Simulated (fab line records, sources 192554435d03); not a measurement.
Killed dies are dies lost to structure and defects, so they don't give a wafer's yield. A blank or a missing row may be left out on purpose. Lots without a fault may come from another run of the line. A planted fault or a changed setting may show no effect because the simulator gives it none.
Chamber matching | flow n5_finfet | N5_BEOL_M3_ETCH_70 on rie_diel-01: 4 sister chambers
The step etches SOC in N2/H2, target depth 80 nm, overetch 16 nm, time 120 s. 4 wafers are shown with their chamber, then 8 later ones without.

WAFERS WITH THEIR CHAMBER
wafer  | chamber | showerhead_plenum_p_Torr (Torr)
L090.1 | 3       | 2.60
L090.4 | 2       | 2.60
L090.6 | 0       | 2.54
L092.2 | 1       | 2.62

WAFERS WITHOUT THEIR CHAMBER
wafer  | showerhead_plenum_p_Torr (Torr)
L092.4 | 2.60
L092.5 | 2.60
L094.2 | 2.60
L094.4 | 2.60
L094.5 | 2.53
L095.2 | 2.62
L095.5 | 2.53
L095.6 | 2.60

WHICH CHAMBER EACH WENT THROUGH
wafer  | from the rows above     | in truth
L092.4 | can't be placed: 2 or 3 | 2
L092.5 | can't be placed: 2 or 3 | 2
L094.2 | can't be placed: 2 or 3 | 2
L094.4 | can't be placed: 2 or 3 | 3
L094.5 | 0                       | 0
L095.2 | 1                       | 1
L095.5 | 0                       | 0
L095.6 | can't be placed: 2 or 3 | 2
Placed correctly: 3 of 8. Can't be placed from these rows: 5 (the true chamber is among the candidates in 5). Placed wrongly: 0.
How it was worked out, from the rows above alone: a wafer's distance from a chamber is the root of the sum, over the readings, of the square of ((its reading less the chamber's mean) divided by the reading's scatter). The wafer belongs to the nearest chamber; if the next one is less than 2 further off, it can't be placed. A chamber's mean is the mean of its shown wafers. The scatter: with one shown wafer a chamber, the root of the mean of the squares of how far each hidden wafer lies from its nearest shown one.
